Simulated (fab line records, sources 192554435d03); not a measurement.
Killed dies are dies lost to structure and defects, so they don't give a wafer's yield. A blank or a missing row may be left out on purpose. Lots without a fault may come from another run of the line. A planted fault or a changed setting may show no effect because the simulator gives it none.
One fault seen from 3 desks | flow n5_finfet | each desk has only its own numbers; what lay behind them comes last

THE METROLOGY DESK
What the gauges read, lot by lot, whatever tool the lot ran on: means of the sampled wafers that have a number. A lot is out of limits, marked OUT, if its mean lies more than 4 standard deviations from the usual mean; the brackets give that distance. Of its 12 readings 7 are shown: those that lie furthest out on some lot.
Columns: A = cd_nm at N5_SDB_CD_MEAS_11, usual 49.3 nm; B = SDB_OVL at N5_SDB_OVL_MEAS_12, usual 0.6 nm; C = IOFF_P at N5_BEOL_M4_RC_MEAS_101, usual 0.21 nA/um; D = ION_N at N5_BEOL_M4_RC_MEAS_101, usual 672 uA/um; E = ION_P at N5_BEOL_M4_RC_MEAS_101, usual 461 uA/um; F = VT_N at N5_BEOL_M4_RC_MEAS_101, usual 250 mV; G = VT_P at N5_BEOL_M4_RC_MEAS_101, usual -251 mV
lot  | first seen here | A    | B    | C    | D   | E   | F   | G
L542 | day 4 04:19     | 49.8 | 0.5  | 0.19 | 671 | 460 | 253 | -252
L545 | day 5 02:44     | 48.7 | 1.7  | 0.18 | 655 | 454 | 253 | -252
L552 | day 6 19:54     | 50.0 | -0.7 | 0.19 | 659 | 455 | 253 | -252
L555 | day 7 12:28     | 49.7 | 0.6  | 0.28 | 688 | 476 | 246 | -245
L557 | day 8 00:13     | 47.6 | 0.3  | 0.14 | 664 | 446 | 255 | -259
L561 | day 9 01:20     | 50.6 | 1.5  | 0.16 | 664 | 457 | 254 | -254
This desk's finding: nothing out of limits on any of the 6 lots.

THE TOOL OWNER'S DESK: rie_diel-05
The tool's own readings at N5_SDB_ETCH_18 (etches SOC in N2/H2, target depth 100 nm, overetch 20 nm, time 150 s): means of the sampled wafers that have a number, for each lot that ran on this tool. A lot is out of limits, marked OUT, if its mean lies more than 4 standard deviations from the usual mean; the brackets give that distance.
Columns: A = drypump_motor_current_A at N5_SDB_ETCH_18, usual 5.6 A; B = oes_product_au at N5_SDB_ETCH_18, usual 0.72 a.u.; C = rf_fwd_power_W at N5_SDB_ETCH_18, usual 836.7 W; D = rf_vpp_V at N5_SDB_ETCH_18, usual 525.2 V; E = showerhead_plenum_p_Torr at N5_SDB_ETCH_18, usual 2.59 Torr; F = throttle_valve_pct at N5_SDB_ETCH_18, usual 17.72 %
lot  | first seen here | A   | B    | C               | D                | E    | F
L542 | day 4 04:40     | 5.7 | 0.72 | 837.9           | 526.8            | 2.63 | 17.50
L552 | day 6 20:07     | 5.7 | 0.69 | 906.6 (+26) OUT | 513.3 (-4.7) OUT | 2.62 | 17.55
L555 | day 7 12:40     | 5.6 | 0.73 | 969.7 (+49) OUT | 501.4 (-9.5) OUT | 2.64 | 17.70
This desk's finding: out of limits on L552, L555; first on L552, day 6 20:07 (rf_fwd_power_W at N5_SDB_ETCH_18). In limits: L542.

THE DEFECT DESK
What the inspections along the route counted, lot by lot: means of the sampled wafers that have a number. A lot is out of limits, marked OUT, if its mean lies more than 4 standard deviations from the usual mean; the brackets give that distance.
Columns: A = raw_defect_count at N5_SDB_INSPECT_13, usual 77
lot  | first seen here | A
L542 | day 4 04:22     | 49
L545 | day 5 02:47     | 58
L552 | day 6 19:57     | 147
L555 | day 7 12:31     | 104
L557 | day 8 00:16     | 55
L561 | day 9 01:23     | 46
This desk's finding: nothing out of limits on any of the 6 lots.

PUT TOGETHER
The tool owner's desk could have raised an alarm at day 6 20:07, on L552, L555.
The metrology desk saw nothing out of limits.
The defect desk saw nothing out of limits.
The metrology desk has L552, L555 on record, within its limits.
The defect desk has L552, L555 on record, within its limits.
Of the lots named, all ran N5_SDB_ETCH_18 on rie_diel-05.

WHAT THE SIMULATOR HAD PUT IN
Process parameter drift: rie_diel-05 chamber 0, from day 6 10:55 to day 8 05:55, at N5_SDB_ETCH_18. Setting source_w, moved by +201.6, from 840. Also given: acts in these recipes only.
Lots struck among those shown: L552, L555.
Hours from the fault's start to each desk's first reading out of limits: the tool owner's desk, 9.
